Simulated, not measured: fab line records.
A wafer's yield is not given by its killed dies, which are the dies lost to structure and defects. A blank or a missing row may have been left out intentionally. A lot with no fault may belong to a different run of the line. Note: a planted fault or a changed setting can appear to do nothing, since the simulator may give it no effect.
Matching of chambers + flow n5 finfet + N5_BEOL_M7_CURE_75 on uv cure-02 has 3 sister chambers
The step cures SiCOH lowk, time 120 s. 18 wafers are shown with their chamber, then 9 later ones without.

WAFERS WITH THEIR CHAMBER
| wafer  | chamber | wafer_temp_C_max | lamp power pct (%) |
|--------|---------|------------------|--------------------|
| L078.1 | 0       | 371.5            | 52.30              |
| L078.3 | 0       | 371.3            | 52.40              |
| L078.4 | 0       | 370.8            | 52.32              |
| L085.2 | 1       | 372.6            | 52.29              |
| L085.3 | 1       | 372.1            | 52.42              |
| L085.5 | 1       | 372.3            | 52.33              |
| L086.1 | 0       | 370.7            | 52.35              |
| L086.3 | 0       | 370.9            | 52.31              |
| L086.5 | 0       | 370.8            | 52.34              |
| L087.1 | 2       | 371.3            | 52.33              |
| L087.3 | 2       | 371.2            | 52.30              |
| L087.6 | 2       | 370.7            | 52.34              |
| L089.4 | 1       | 372.1            | 52.30              |
| L089.5 | 1       | 372.1            | 52.39              |
| L089.6 | 1       | 372.4            | 52.36              |
| L091.3 | 2       | 371.0            | 52.32              |
| L091.5 | 2       | 371.1            | 52.33              |
| L091.6 | 2       | 370.9            | 52.40              |

SIGNATURES (means of the wafers above)
| reading          | chamber 0 | chamber 1 | chamber 2 | scatter within a chamber |
|------------------|-----------|-----------|-----------|--------------------------|
| wafer_temp_C_max | 371.000   | 372.267   | 371.033   | 0.254                    |
| lamp power pct   | 52.3367   | 52.3483   | 52.3367   | 0.0411                   |
Rule: distance of a wafer from a chamber = root of the sum over the readings of ((wafer's reading minus chamber's mean) / reading's scatter) squared. The wafer belongs to the nearest chamber; if the next one is less than 2 further off, it can't be placed. The scatter: the root of (the sum of the squares of (reading less its chamber's mean) over the shown wafers, divided by (wafers less chambers)).

WAFERS WHOSE CHAMBER IS MISSING
| wafer  | wafer_temp_C_max | lamp power pct (%) |
|--------|------------------|--------------------|
| L092.2 | 373.2            | 52.26              |
| L092.3 | 373.5            | 52.25              |
| L092.6 | 372.9            | 52.20              |
| L097.2 | 372.0            | 52.31              |
| L097.3 | 371.4            | 52.35              |
| L097.5 | 371.1            | 52.27              |
| L096.1 | 371.1            | 52.22              |
| L096.2 | 371.2            | 52.28              |
| L096.5 | 370.8            | 52.33              |

EACH ONE'S CHAMBER
| wafer  | from the rows above          | in truth                   |
|--------|------------------------------|----------------------------|
| L092.2 | 1                            | 1                          |
| L092.3 | 1                            | 1                          |
| L092.6 | 1                            | 1                          |
| L097.2 | 1                            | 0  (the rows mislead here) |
| L097.3 | can't be placed: 2 or 0 or 1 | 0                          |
| L097.5 | can't be placed: 2 or 0      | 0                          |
| L096.1 | can't be placed: 2 or 0      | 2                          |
| L096.2 | can't be placed: 2 or 0      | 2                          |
| L096.5 | can't be placed: 0 or 2      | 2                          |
Correctly placed: 3 of 9. These rows do not allow placing 5 (true chamber among the candidates in 5). 1 placed wrongly.
